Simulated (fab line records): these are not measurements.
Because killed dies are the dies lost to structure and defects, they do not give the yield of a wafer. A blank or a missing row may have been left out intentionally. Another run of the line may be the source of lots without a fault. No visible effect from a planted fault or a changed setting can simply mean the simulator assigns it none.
What tool caused it?    flow nandHarc    24 lots with 72 wafers sampled at 6 steps, on a route of 1159 steps

== WHAT THE GAUGES SHOWED, per wafer ==
No reading from a measuring or inspecting step in the record can be judged against a usual standard deviation.

== WHAT TOOL EACH LOT RAN ON (gives the tool, then ch and the chambers of the sampled wafers, and finally the start) ==
lot   NHARC_A_SGD_CUT_ETCH_15                       NHARC_A_SLIT_DEP_00           NHARC_A_SLIT_DESCUM_14             NHARC_A_SLIT_ETCH_29               NHARC_A_WL_FILL_ALD_10           NHARC_A_WL_FILL_ALD_19
L075  rieDiel-08 ch 1,2,3, day 14 17:09 or earlier  aclDep-01 ch 0, day 14 17:09  rieDiel-10 ch 0,2, day 14 19:56    rieDiel-10 ch 0,1,3, day 14 23:20  aldHk-03 ch 0,3, day 15 20:16    aldMetal-03 ch 0,2,3, day 16 05:07
L077  rieDiel-12 ch 0,2,3, day 14 17:18 or earlier  aclDep-02 ch 0, day 14 17:18  rieDiel-09 ch 0,3, day 14 20:04    rieDiel-09 ch 0,1,3, day 14 23:01  aldHk-01 ch 1,2,3, day 15 22:34  aldMetal-01 ch 1,2,3, day 16 07:49
L076  rieDiel-04 ch 1,2,3, day 14 17:20 or earlier  aclDep-03 ch 0, day 14 17:20  rieDiel-09 ch 0,2, day 14 20:15    rieDiel-10 ch 1,2, day 15 00:41    aldHk-02 ch 0,1,3, day 15 19:14  aldMetal-01 ch 0,3, day 16 05:07
L078  rieDiel-08 ch 0,2,3, day 15 05:29 or earlier  aclDep-02 ch 0, day 15 05:29  rieDiel-02 ch 0,1, day 15 08:02    rieDiel-09 ch 0,2,3, day 15 15:07  aldHk-01 ch 0,2,3, day 16 08:32  aldMetal-01 ch 0,2,3, day 16 18:32
L074  rieDiel-04 ch 0,2,3, day 15 05:01 or earlier  aclDep-01 ch 0, day 15 05:01  rieDiel-09 ch 0,3, day 15 07:26    rieDiel-02 ch 0,1,2, day 15 13:26  aldHk-03 ch 0,1,3, day 16 11:47  aldMetal-03 ch 0,2,3, day 16 21:35
L080  rieDiel-12 ch 1,2,3, day 15 09:17 or earlier  aclDep-02 ch 0, day 15 09:17  rieDiel-02 ch 2,3, day 15 11:42    rieDiel-10 ch 0,1,2, day 15 15:25  aldHk-02 ch 0,3, day 16 08:01    aldMetal-03 ch 0,1,2, day 16 18:34
L079  rieDiel-08 ch 0,2, day 15 10:08 or earlier    aclDep-03 ch 0, day 15 10:08  rieDiel-09 ch 2,3, day 15 12:21    rieDiel-02 ch 1,2, day 15 17:03    aldHk-02 ch 0,2,3, day 16 12:18  aldMetal-02 ch 0,2,3, day 16 21:35
L081  rieDiel-12 ch 0,3, day 16 01:00 or earlier    aclDep-03 ch 0, day 16 01:00  rieDiel-10 ch 1,2,3, day 16 03:32  rieDiel-09 ch 1,2, day 16 06:22    aldHk-03 ch 0,1,2, day 17 00:58  aldMetal-02 ch 1,3, day 17 10:57
L082  rieDiel-04 ch 0,3, day 16 00:20 or earlier    aclDep-01 ch 0, day 16 00:20  rieDiel-09 ch 0,1,2, day 16 02:50  rieDiel-10 ch 0,1,2, day 16 05:43  aldHk-02 ch 0,1,2, day 17 01:03  aldMetal-03 ch 2,3, day 17 10:57
L083  rieDiel-12 ch 0,1,3, day 16 10:50 or earlier  aclDep-03 ch 0, day 16 10:50  rieDiel-09 ch 0,1,2, day 16 13:43  rieDiel-10 ch 1,2,3, day 16 16:35  aldHk-03 ch 0,1,2, day 17 17:10  aldMetal-03 ch 0,2,3, day 18 03:43
L084  rieDiel-04 ch 0,1,2, day 16 19:02 or earlier  aclDep-02 ch 0, day 16 19:02  rieDiel-02 ch 0,1,3, day 16 21:20  rieDiel-10 ch 2,3, day 17 03:03    aldHk-03 ch 1,2, day 18 03:05    aldMetal-02 ch 1,2, day 18 13:18
L085  rieDiel-08 ch 0,2,3, day 16 16:46 or earlier  aclDep-02 ch 0, day 16 16:46  rieDiel-09 ch 0,1,3, day 16 19:16  rieDiel-09 ch 0,2,3, day 16 22:08  aldHk-02 ch 0,1,2, day 17 21:24  aldMetal-01 ch 0,1,3, day 18 07:36
L088  rieDiel-04 ch 0,1,2, day 17 05:07 or earlier  aclDep-03 ch 0, day 17 05:07  rieDiel-02 ch 1,2,3, day 17 07:49  rieDiel-10 ch 1,3, day 17 10:41    aldHk-02 ch 0,3, day 18 08:57    aldMetal-02 ch 1,2, day 18 19:03
L087  rieDiel-08 ch 0,3, day 17 04:35 or earlier    aclDep-01 ch 0, day 17 04:35  rieDiel-10 ch 1,2,3, day 17 07:36  rieDiel-02 ch 0,2, day 17 10:40    aldHk-03 ch 0,2,3, day 18 09:58  aldMetal-01 ch 0,2,3, day 18 19:04
L086  rieDiel-08 ch 0,1,3, day 17 05:56 or earlier  aclDep-02 ch 0, day 17 05:56  rieDiel-10 ch 1,2, day 17 08:49    rieDiel-09 ch 0,2,3, day 17 12:20  aldHk-01 ch 0,1,3, day 18 11:14  aldMetal-02 ch 0,1,2, day 18 21:41
L090  rieDiel-04 ch 2,3, day 18 06:37 or earlier    aclDep-02 ch 0, day 18 06:37  rieDiel-09 ch 0,1, day 18 09:12    rieDiel-09 ch 0,3, day 18 12:04    aldHk-01 ch 0,3, day 19 11:04    aldMetal-01 ch 1,2, day 19 21:04
L089  rieDiel-08 ch 1,2, day 18 08:16 or earlier    aclDep-02 ch 0, day 18 08:16  rieDiel-10 ch 0,2,3, day 18 11:10  rieDiel-02 ch 2,3, day 18 14:01    aldHk-02 ch 0,2,3, day 19 10:58  aldMetal-02 ch 0,1, day 19 21:07
L091  rieDiel-04 ch 0,1, day 18 17:43 or earlier    aclDep-03 ch 0, day 18 17:43  rieDiel-02 ch 0,1,3, day 18 20:17  rieDiel-02 ch 1,2,3, day 18 23:08  aldHk-01 ch 1,3, day 19 16:02    aldMetal-03 ch 0,1,3, day 20 01:47
L094  rieDiel-08 ch 2,3, day 18 16:11 or earlier    aclDep-01 ch 0, day 18 16:11  rieDiel-09 ch 0,2,3, day 18 18:14  rieDiel-10 ch 0,1, day 18 21:14    aldHk-03 ch 1,3, day 19 16:02    aldMetal-01 ch 1,2, day 20 01:47
L092  rieDiel-04 ch 0,1,2, day 18 18:21 or earlier  aclDep-02 ch 0, day 18 18:21  rieDiel-02 ch 2,3, day 18 20:52    rieDiel-02 ch 2,3, day 19 00:48    aldHk-02 ch 1,2, day 19 20:13    aldMetal-02 ch 1,3, day 20 05:56
L093  rieDiel-12 ch 1,3, day 18 17:48 or earlier    aclDep-01 ch 0, day 18 17:48  rieDiel-09 ch 0,2, day 18 20:25    rieDiel-10 ch 1,2, day 18 23:55    aldHk-01 ch 0,1,3, day 19 20:14  aldMetal-03 ch 0,2,3, day 20 05:58
L096  rieDiel-08 ch 0,1,3, day 19 12:28 or earlier  aclDep-02 ch 0, day 19 12:28  rieDiel-09 ch 1,2,3, day 19 14:44  rieDiel-10 ch 0,3, day 19 17:53    aldHk-02 ch 0,1,2, day 20 18:12  aldMetal-02 ch 2,3, day 21 03:45
L095  rieDiel-04 ch 2,3, day 19 11:59 or earlier    aclDep-03 ch 0, day 19 11:59  rieDiel-02 ch 0,2,3, day 19 14:49  rieDiel-02 ch 0,2,3, day 19 19:33  aldHk-01 ch 0,2,3, day 20 17:01  aldMetal-01 ch 0,1,2, day 21 03:45
L097  rieDiel-04 ch 0,2,3, day 20 02:44 or earlier  aclDep-02 ch 0, day 20 02:44  rieDiel-09 ch 0,3, day 20 05:15    rieDiel-10 ch 0,2, day 20 08:12    aldHk-01 ch 2,3, day 21 06:49    aldMetal-01 ch 0,1,2, day 21 16:59
- NHARC_A_SGD_CUT_ETCH_15: etches the open film in CH3F/O2, target depth 75 nm, time 64.3 s.
- NHARC_A_SLIT_DEP_00: deposits aC, target thk 3200 nm.
- NHARC_A_SLIT_DESCUM_14: chemistry O2, time 3 s.
- NHARC_A_SLIT_ETCH_29: etches the open film in CF4/O2, target depth 100 nm, overetch 10 nm, time 55 s.
- NHARC_A_WL_FILL_ALD_10: deposits SiO2, target thk 50 nm, pulse time 10 s, ald cycles 500.
- NHARC_A_WL_FILL_ALD_19: deposits TiN, target thk 2 nm, pulse time 3 s, ald cycles 100.

== WHAT THE TOOLS THEMSELVES READ (means of the sampled wafers that have a number; where no wafer has one, the mark that the record gives instead) ==
NHARC_A_SGD_CUT_ETCH_15. Usual: drypumpMotorCurrentA 5.8 A, standard deviation 0.47; oesProductAu 0.961 a.u., standard deviation 0.013; rfVppV 263.0 V, standard deviation 1.6; showerheadPlenumPTorr 2.40 Torr, standard deviation 0.092; throttleValvePct 20.662 %, standard deviation 0.0081.
lot   tool        drypumpMotorCurrentA (A)  oesProductAu (a.u.)  rfVppV (V)  showerheadPlenumPTorr (Torr)  throttleValvePct (%)  flag
L075  rieDiel-08  6.2                       0.969                262.5       2.41                          20.671                
L077  rieDiel-12  5.3                       0.961                262.9       2.37                          20.660                
L076  rieDiel-04  5.7                       0.968                261.9       2.33                          20.670                
L078  rieDiel-08  5.9                       0.966                263.9       2.46                          20.667                
L074  rieDiel-04  6.0                       0.954                263.9       2.40                          20.664                
L080  rieDiel-12  5.4                       0.945                262.7       2.39                          20.661                
L079  rieDiel-08  5.9                       0.953                264.3       2.50                          20.666                
L081  rieDiel-12  5.1                       0.956                263.0       2.41                          20.667                
L082  rieDiel-04  6.2                       0.974                263.4       2.40                          20.657                
L083  rieDiel-12  5.4                       0.943                262.8       2.40                          20.670                
L084  rieDiel-04  5.6                       0.969                263.4       2.43                          20.663                
L085  rieDiel-08  5.9                       0.959                263.7       2.46                          20.666                
L088  rieDiel-04  5.6                       0.964                264.2       2.43                          20.661                
L087  rieDiel-08  5.9                       0.957                262.5       2.41                          20.662                
L086  rieDiel-08  6.2                       0.955                263.3       2.42                          20.661                
L090  rieDiel-04  6.1                       0.964                262.3       2.30                          20.658                
L089  rieDiel-08  6.2                       0.967                263.7       2.45                          20.666                
L091  rieDiel-04  5.4                       0.976                263.5       2.46                          20.664                
L094  rieDiel-08  5.9                       0.962                262.4       2.40                          20.650                
L092  rieDiel-04  5.6                       0.952                263.5       2.42                          20.657                
L093  rieDiel-12  5.5                       0.950                263.9       2.42                          20.664                
L096  rieDiel-08  6.2                       0.947                262.6       2.42                          20.666                
L095  rieDiel-04  6.1                       0.959                261.0       2.30                          20.661                
L097  rieDiel-04  6.0                       0.966                262.4       2.39                          20.663                

NHARC_A_SLIT_DEP_00. Usual: 35.001 % for throttleValvePct, sd 0.0081.
lot   tool       throttleValvePct (%)  flag
L075  aclDep-01  35.001                
L077  aclDep-02  34.994                
L076  aclDep-03  34.996                
L078  aclDep-02  35.003                
L074  aclDep-01  35.004                
L080  aclDep-02  35.011                
L079  aclDep-03  35.005                
L081  aclDep-03  35.002                
L082  aclDep-01  35.005                
L083  aclDep-03  35.001                
L084  aclDep-02  35.002                
L085  aclDep-02  35.001                
L088  aclDep-03  35.007                
L087  aclDep-01  35.003                
L086  aclDep-02  34.995                
L090  aclDep-02  34.993                
L089  aclDep-02  34.999                
L091  aclDep-03  34.997                
L094  aclDep-01  35.005                
L092  aclDep-02  34.996                
L093  aclDep-01  35.004                
L096  aclDep-02  35.011                
L095  aclDep-03  35.005                
L097  aclDep-02  34.995                

NHARC_A_SLIT_DESCUM_14. Usual: drypumpMotorCurrentA 5.7 A, standard deviation 0.47; oesProductAu 0.996 a.u., standard deviation 0.011; rfVppV 57.8 V, standard deviation 0.93; showerheadPlenumPTorr 1.89 Torr, standard deviation 0.073; throttleValvePct 11.310 %, standard deviation 0.0087.
lot   tool        drypumpMotorCurrentA (A)  oesProductAu (a.u.)  rfVppV (V)  showerheadPlenumPTorr (Torr)  throttleValvePct (%)  flag
L075  rieDiel-10  6.0                       1.013                57.7        1.92                          11.302                
L077  rieDiel-09  5.9                       0.988                57.3        1.85                          11.308                
L076  rieDiel-09  6.0                       0.983                57.5        1.82                          11.310                
L078  rieDiel-02  5.4                       1.010                58.2        1.92                          11.307                
L074  rieDiel-09  5.9                       0.985                57.5        1.85                          11.313                
L080  rieDiel-02  6.0                       0.993                58.2        1.91                          11.321                
L079  rieDiel-09  6.3                       0.993                57.7        1.84                          11.308                
L081  rieDiel-10  5.7                       0.998                57.6        1.94                          11.311                
L082  rieDiel-09  5.6                       0.985                58.3        1.87                          11.307                
L083  rieDiel-09  5.5                       0.982                58.0        1.87                          11.311                
L084  rieDiel-02  5.5                       0.995                57.7        1.94                          11.304                
L085  rieDiel-09  5.5                       0.988                57.6        1.89                          11.316                
L088  rieDiel-02  5.6                       1.000                57.1        1.95                          11.319                
L087  rieDiel-10  5.7                       1.012                57.7        1.94                          11.309                
L086  rieDiel-10  5.7                       1.006                56.9        1.90                          11.308                
L090  rieDiel-09  5.2                       0.988                56.8        1.88                          11.296                
L089  rieDiel-10  5.9                       1.009                58.8        1.91                          11.309                
L091  rieDiel-02  5.5                       0.992                58.5        1.93                          11.314                
L094  rieDiel-09  5.9                       0.985                57.1        1.83                          11.312                
L092  rieDiel-02  6.0                       1.003                58.5        1.90                          11.312                
L093  rieDiel-09  5.5                       0.982                56.3        1.82                          11.314                
L096  rieDiel-09  5.9                       1.001                57.3        1.88                          11.308                
L095  rieDiel-02  5.8                       1.001                58.3        1.89                          11.312                
L097  rieDiel-09  5.5                       0.993                57.8        1.84                          11.315                

NHARC_A_SLIT_ETCH_29. Usual: drypumpMotorCurrentA 5.7 A, standard deviation 0.4; oesProductAu 1.001 a.u., standard deviation 0.01; rfVppV 197.7 V, standard deviation 1.3; showerheadPlenumPTorr 1.33 Torr, standard deviation 0.051; throttleValvePct 13.395 %, standard deviation 0.0094.
lot   tool        drypumpMotorCurrentA (A)  oesProductAu (a.u.)  rfVppV (V)  showerheadPlenumPTorr (Torr)  throttleValvePct (%)  flag
L075  rieDiel-10  5.8                       0.999                198.7       1.38                          13.388                
L077  rieDiel-09  5.5                       0.988                197.1       1.32                          13.405                
L076  rieDiel-10  5.6                       1.008                197.2       1.33                          13.391                
L078  rieDiel-09  5.9                       0.988                195.8       1.28                          13.393                
L074  rieDiel-02  5.5                       1.011                198.4       1.35                          13.399                
L080  rieDiel-10  5.8                       1.002                199.3       1.35                          13.395                
L079  rieDiel-02  5.3                       1.014                198.6       1.39                          13.392                
L081  rieDiel-09  6.0                       1.004                196.7       1.30                          13.387                
L082  rieDiel-10  5.8                       1.002                198.2       1.35                          13.396                
L083  rieDiel-10  5.7                       1.001                197.7       1.35                          13.397                
L084  rieDiel-10  5.8                       1.000                197.0       1.31                          13.400                
L085  rieDiel-09  5.9                       0.991                196.3       1.28                          13.398                
L088  rieDiel-10  5.6                       1.013                198.1       1.39                          13.398                
L087  rieDiel-02  5.7                       0.999                197.2       1.31                          13.390                
L086  rieDiel-09  5.9                       0.987                196.0       1.28                          13.395                
L090  rieDiel-09  5.5                       0.988                195.8       1.28                          13.394                
L089  rieDiel-02  5.9                       1.008                198.4       1.33                          13.395                
L091  rieDiel-02  5.6                       1.002                197.7       1.36                          13.391                
L094  rieDiel-10  5.6                       1.018                198.9       1.39                          13.381                
L092  rieDiel-02  6.0                       0.998                198.2       1.33                          13.401                
L093  rieDiel-10  5.6                       1.006                197.6       1.33                          13.396                
L096  rieDiel-10  5.9                       1.000                198.8       1.35                          13.404                
L095  rieDiel-02  5.8                       0.995                197.9       1.32                          13.384                
L097  rieDiel-10  5.9                       1.006                197.6       1.31                          13.397                

NHARC_A_WL_FILL_ALD_10. Usual: heaterPowerW 468 W, standard deviation 44; precursorPulseHeightRel 1.001, standard deviation 0.018.
lot   tool      heaterPowerW (W)  precursorPulseHeightRel  flag
L075  aldHk-03  500               1.002                    
L077  aldHk-01  485               0.988                    
L076  aldHk-02  450               0.984                    
L078  aldHk-01  461               1.006                    
L074  aldHk-03  467               1.002                    
L080  aldHk-02  485               1.000                    
L079  aldHk-02  470               1.006                    
L081  aldHk-03  456               0.990                    
L082  aldHk-02  446               1.028                    
L083  aldHk-03  453               1.002                    
L084  aldHk-03  430               0.992                    
L085  aldHk-02  443               0.998                    
L088  aldHk-02  485               1.004                    
L087  aldHk-03  487               0.997                    
L086  aldHk-01  503               1.002                    
L090  aldHk-01  502               0.998                    
L089  aldHk-02  475               0.989                    
L091  aldHk-01  526               0.983                    
L094  aldHk-03  438               1.006                    
L092  aldHk-02  407               1.002                    
L093  aldHk-01  510               0.992                    
L096  aldHk-02  435               1.007                    
L095  aldHk-01  481               1.005                    
L097  aldHk-01  468               1.019                    

NHARC_A_WL_FILL_ALD_19. Usual: heaterPowerW 1036 W, standard deviation 130; precursorPulseHeightRel 0.998, standard deviation 0.019.
lot   tool         heaterPowerW (W)  precursorPulseHeightRel  flag
L075  aldMetal-03  1075              0.997                    
L077  aldMetal-01  1061              0.995                    
L076  aldMetal-01  1065              0.999                    
L078  aldMetal-01  1119              1.006                    
L074  aldMetal-03  1082              1.008                    
L080  aldMetal-03  1078              1.006                    
L079  aldMetal-02  962               1.016                    
L081  aldMetal-02  991               0.988                    
L082  aldMetal-03  1024              1.009                    
L083  aldMetal-03  1105              1.002                    
L084  aldMetal-02  1040              1.000                    
L085  aldMetal-01  1025              0.990                    
L088  aldMetal-02  1038              1.003                    
L087  aldMetal-01  1107              1.006                    
L086  aldMetal-02  1007              0.994                    
L090  aldMetal-01  940               1.023                    
L089  aldMetal-02  1010              0.994                    
L091  aldMetal-03  1097              1.002                    
L094  aldMetal-01  929               1.019                    
L092  aldMetal-02  1037              0.986                    
L093  aldMetal-03  1089              1.008                    
L096  aldMetal-02  1010              1.008                    
L095  aldMetal-01  969               1.000                    
L097  aldMetal-01  966               0.986                    

== THE ANSWER, worked out from the rows above alone ==
Rule: lot off if the mean of its wafers having a number is beyond 3 standard deviations from the usual mean. A lot without any number at a reading at which 4 lots or more have one is off too. Any other lot the step has rows for is counted as sound. First the gauges in route order, then the tools' own readings, where a lot's mean is used as printed above. At the first step where some lot is off, the reading lying furthest off is the one used; lots without a number count as furthest.
Across all readings shown, no lot is off: no conclusion can be drawn from this.

== WHAT WAS PUT IN BY THE SIMULATOR ==
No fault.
